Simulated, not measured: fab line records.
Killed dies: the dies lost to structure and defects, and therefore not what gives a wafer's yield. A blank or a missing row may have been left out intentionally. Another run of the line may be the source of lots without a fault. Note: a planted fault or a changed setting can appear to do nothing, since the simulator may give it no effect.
8D (eight disciplines) problem report, filled in by code ; flow nand harc ; the parts of the form that need people (team, actions taken, sign-off) are left out

1. THE ISSUE
run length s at NHARC_THIN_TSV_ETCH_59 reads a mean of 181.5 s on 2 wafers of 2 lots; wafers without a fault read 159.5 s with a standard deviation of 0.34. Measured from the usual mean, that is +65 standard deviations.
The step: etches the open film in Cl2/BCl3, target depth 880 nm, time 138.1 s.
Seen first at day 24 08:28 on rie metal-02, wafer L559.2. At this step, 36 wafers from 12 lots have a number in the record. The rule behind "out" and "out of limits": a value lying over 4 standard deviations away from the usual mean. Any other wafer with a number is counted as sound.

2. WHAT THIS IS AND IS NOT
question;is;is not
which readings at this step;run length s;drypump motor current A, oes product au, throttle valve pct
which lots;L558, L559;L546, L547, L550, L555, L562, L563, L564, L567, L568, L569
which wafers of those lots;L558.2, L559.2;L558.1, L558.6, L559.3, L559.5
read on which tools;rie metal-02;rie metal-01, rie metal-03
when;from day 24 08:28;"up to then (17 sound wafers); but 17 sound wafers of L558, L562, L564, L567, L568, L569 came after"

3. THE SUSPECTS, EACH WITH WHAT RULES IT OUT
Counting: a tool at a process step up to the reading stays a suspect if it ran every lot that is out. Sound lots after the first of them don't rule it out here, since some wafers of a struck lot are sound.
- rtp anneal-01 at NHARC_A_BONDPAD_ANNEAL_28 (time 90 s): kept. It processed each lot that is out (first: L559, day 23 10:37); up to then, its last sound lot is L550 (day 20 02:14).
- rie metal-02 at NHARC_THIN_TSV_ETCH_59 (etches the open film in Cl2/BCl3, target depth 880 nm, time 138.1 s): kept. It processed each lot that is out (first: L559, day 24 08:28); up to then, its last sound lot is L555 (day 21 23:53). Out on those wafers are its own readings of run length s.
Remaining after the count are rtp anneal-01 at NHARC_A_BONDPAD_ANNEAL_28 and rie metal-02 at NHARC_THIN_TSV_ETCH_59.

4. THE CAUSE (what the simulator had put in)
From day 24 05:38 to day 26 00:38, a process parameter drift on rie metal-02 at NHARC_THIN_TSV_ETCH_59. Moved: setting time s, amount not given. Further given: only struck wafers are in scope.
2 suspects survive the count, and this tool is in that group.

5. THE EFFECT CHAIN, in route order
Rows list readings where the struck wafers' mean (over those with a number) sits beyond 3 standard deviations from the usual. Scope: only readings with a usual standard deviation given in the record; hours: median across lots of the time from each lot's start at the first step in this table that gives one to its start at this step; sigmas: change in usual standard deviations.
hours;step;reading;usual;on struck wafers;change;sigmas
0;NHARC_THIN_TSV_ETCH_59;run length s;159.5 s;181.5;+22.0;+65
Here are the process steps it includes:
- NHARC_THIN_TSV_ETCH_59: etches the open film in Cl2/BCl3, target depth 880 nm, time 138.1 s.
Later measuring or inspecting steps at which every struck wafer that the step has a row for has a number for every such reading, and none has moved that far: NHARC_END_SORT_01.

6. WHAT WOULD HAVE CAUGHT IT SOONER
First out-of-limits reading in this record: day 24 08:28, which is 3 hours after fault onset at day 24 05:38.
